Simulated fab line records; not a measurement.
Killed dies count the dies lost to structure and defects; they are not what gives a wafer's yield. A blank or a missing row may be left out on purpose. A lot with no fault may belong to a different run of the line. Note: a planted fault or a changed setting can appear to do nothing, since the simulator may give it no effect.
The tool behind it: which one?	flow n5 finfet	30 wafers from 10 lots sampled at 3 of the route's 1938 steps

== WHAT THE GAUGES READ, wafer by wafer ==
N5_BEOL_M7_INSPECT_13: inspects for defects (brightfield).
lot	measured	on	raw defect count
L759	day 11 21:52	defect inspect-02	379 509 425
L762	day 12 03:47	defect inspect-02	305 457 475
L760	day 12 03:58	defect inspect-01	658 572 595
L763	day 12 11:35	defect inspect-01	405 326 378
L770	day 14 02:48	defect inspect-01	1580 474 1469
L773	day 14 10:28	defect inspect-01	376 443 349
L775	day 14 14:26	defect inspect-01	554 598 533
L776	day 15 21:25	defect inspect-01	377 406 331
L772	day 16 00:50	defect inspect-02	593 532 403
L779	day 17 07:11	defect inspect-01	652 523 443

== WHICH TOOL RAN EACH LOT (tool, then ch and the chambers of the sampled wafers, then the start) ==
lot	N5_BEOL_M7_PECVD_70	N5_BEOL_M7_HM_DEP_02
L759	pecvd-04 ch 0,1, day 11 20:54	pvd sputter-02, day 11 21:26
L762	pecvd-04 ch 0,1,2, day 12 02:56	pvd sputter-03, day 12 03:14
L760	pecvd-04 ch 0,1, day 12 03:12	pvd sputter-03, day 12 03:20
L763	pecvd-02 ch 0,1,2, day 12 09:59	pvd sputter-01, day 12 11:09
L770	pecvd-04 ch 0,1,2, day 14 01:41	pvd sputter-03, day 14 02:15
L773	pecvd-02 ch 0,1, day 14 08:18	pvd sputter-02, day 14 09:55
L775	pecvd-04 ch 1,2, day 14 13:07	pvd sputter-02, day 14 13:51
L776	pecvd-03 ch 0,1,2, day 15 20:13	pvd sputter-01, day 15 20:52
L772	pecvd-04 ch 0,1, day 15 23:19	pvd sputter-02, day 16 00:17
L779	pecvd-03 ch 0,1,2, day 17 04:46	pvd sputter-03, day 17 06:38
- N5_BEOL_M7_PECVD_70: deposits SiO2 from TEOS/O2, target thk 20 nm, time 22.7 s.
- N5_BEOL_M7_HM_DEP_02: deposits TiN, target thk 20 nm.

== THE ANSWER, worked out from the rows above alone ==
Rule: what is usual is taken from the lots themselves. The widest of any qualifying gaps counts: lots, ordered by their means at a reading, are off when they make up no more than a third of the lots, leave a main group of 4 or more, and stand apart from it by 3 or more times the standard deviation of that group's means. Not used: any main group whose means are identical at the precision the tables above print for the reading. Also off: a lot with no number at a reading for which 4 or more lots have one. The other lots that the step has rows for count as sound.
Off at N5_BEOL_M7_INSPECT_13 (raw defect count): L770. The main group: mean 467, standard deviation 85.
If a tool, at a process step before that reading, ran all the lots that are off and no sound lot after the first of them, it fits. Those tools and the gauges at N5_BEOL_M7_INSPECT_13 are tried in the same way. No candidate that was tried fits.

== WHAT HAD BEEN PUT IN BY THE SIMULATOR ==
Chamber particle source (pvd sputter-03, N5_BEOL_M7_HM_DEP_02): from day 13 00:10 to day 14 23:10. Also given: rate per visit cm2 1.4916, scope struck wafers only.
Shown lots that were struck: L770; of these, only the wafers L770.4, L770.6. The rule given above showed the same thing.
